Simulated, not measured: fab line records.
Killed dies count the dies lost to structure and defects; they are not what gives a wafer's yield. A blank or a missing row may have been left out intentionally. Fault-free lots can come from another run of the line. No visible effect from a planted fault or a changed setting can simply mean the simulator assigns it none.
Comparing a struck lot with a sound one / flow n5Finfet / 15 steps out of a route of 1938
Sound: these wafers, L445.2, L445.3, L445.6. Wafers struck: L453.1, L453.4, L453.6. Last of all comes the cause.
At each step with rows: each side's tool, then ch and its chambers, then its first start. Under that, the readings that differ: sound wafers / struck wafers / difference of the means / sigmas: that difference in standard deviations of wafers without a fault.
alike: readings whose means differ by less than 2 such deviations, and words and numbers that are the same on both sides. not compared: withheld readings, readings that some wafer has no value for, bounds like >300 that may hide the same value, and numbers for which the record gives no deviation and whose values overlap.
Wherever a step has rows on one side only, a row that says differs or no value, or a row with sigmas, the two part there. When numbers do not overlap yet have no deviation, they are printed without sigmas and do not part them. Lack of a reading on every wafer of one side parts them only where that side has two or more wafers.

N5_FIN_SAQP_HM_OPEN_33: chemistry CH3F/O2, target SiNx, target depth 49.4 nm, time 70.6 s.
  sound on rieDiel-05 ch 0,2,3, day 2 21:01; struck on rieDiel-03 ch 0,3, day 4 23:08
  alike: drypumpMotorCurrentA, etchRfOnTimeS, oesProductAu, rfVppV, showerheadPlenumPTorr, throttleValvePct
  not compared: rfHoursCounterH
N5_FIN_SAQP_ETCH_34: etches SiO2 in C4F6/O2, target depth 45 nm, time 15 s.
  sound on rieDiel-05 ch 0,2,3, day 2 21:05; struck on rieDiel-03 ch 0,3, day 4 23:12
  alike: drypumpMotorCurrentA, etchRfOnTimeS, oesProductAu, rfVppV, showerheadPlenumPTorr, throttleValvePct
  not compared: rfHoursCounterH
N5_FIN_SAQP_STRIP_77: strips in N2/H2, time 90 s.
  sound on rieDiel-05 ch 0,2,3, day 2 21:06; struck on rieDiel-03 ch 0,3, day 4 23:13
  alike: drypumpMotorCurrentA, h2FlowSccm, oesProductAu, rfVppV, showerheadPlenumPTorr, tempC, throttleValvePct
  not compared: rfHoursCounterH
N5_FIN_SAQP_HM_CD_35: target cd 8 nm.
  struck on cdSem-01, day 4 23:21; sound on cdSem-01, day 2 21:14
  alike: cdNm
N5_FIN_SAQP_ETCH_64: etches SiO2 in CF4, target depth 1.5 nm.
  sound on rieSi-05 ch 0,1, day 2 21:16; struck on rieSi-01 ch 1,2, day 4 23:24
  alike: drypumpMotorCurrentA, oesProductAu, throttleValvePct
  not compared: rfHoursCounterH
N5_FIN_SAQP_FIN_ETCH_36: etches the open film in HBr/Cl2/O2, target depth 120 nm, time 50.4 s.
  sound on rieSi-05 ch 0,1, day 2 21:17; struck on rieSi-01 ch 1,2, day 4 23:25
  alike: drypumpMotorCurrentA, oesProductAu, throttleValvePct
  not compared: rfHoursCounterH
N5_FIN_SAQP_CD_MEAS_37: target cd 8 nm.
  struck on cdSem-02, day 4 23:32; sound on cdSem-02, day 2 21:25
  alike: cdNm
then, 3 steps without rows for these wafers: N5_FIN_SAQP_PRECLEAN_38 (cleans in O3/DIW, time 45 s); N5_FIN_SAQP_PRECLEAN_45 (cleans in dHF, time 10 s); N5_FIN_SAQP_SRD_39 (time 30 s).
N5_FIN_SAQP_OCD_MEAS_76:
  struck on ocd-02, day 4 23:38; sound on ocd-01, day 2 21:31
  alike: trenchDepthNm
N5_FIN_SAQP_INSPECT_40: inspects for defects (brightfield).
  struck on defectInspect-02, day 4 23:40; sound on defectInspect-02, day 2 21:32
  alike: rawDefectCount
N5_FIN_CUT_COAT_18: time 60 s, resist thk 230 nm.
  sound on lithoTrack-01 ch 0, day 2 21:34; struck on lithoTrack-01 ch 0, day 4 23:42
reading=heaterPowerTotalW (W); sound=498.5 503.4 498.2; struck=513.2 512.5 512.4; difference=+12.7; sigmas=+7
reading=plateTempC (C); sound=249.76 249.79 250.00; struck=253.90 254.11 253.87; difference=+4.11; sigmas=+27
  alike: chillPlateTempC, dispensePressureKPa, resistLineTempC
then, 1 step without rows for these wafers: N5_FIN_CUT_COAT_19 (time 60 s, resist thk 20 nm).
N5_PASSIVATION_PROBE_49:
  the record holds rows for the sound wafers here (prober-02, day 15 05:17) but none for the struck ones

WHERE THEY PART
Earliest at N5_FIN_CUT_COAT_18; latest, in this record, at N5_PASSIVATION_PROBE_49.

WHY: what had been put in by the simulator
Process parameters drifting: lithoTrack-01 at N5_FIN_CUT_COAT_18, beginning at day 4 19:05. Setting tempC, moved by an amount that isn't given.
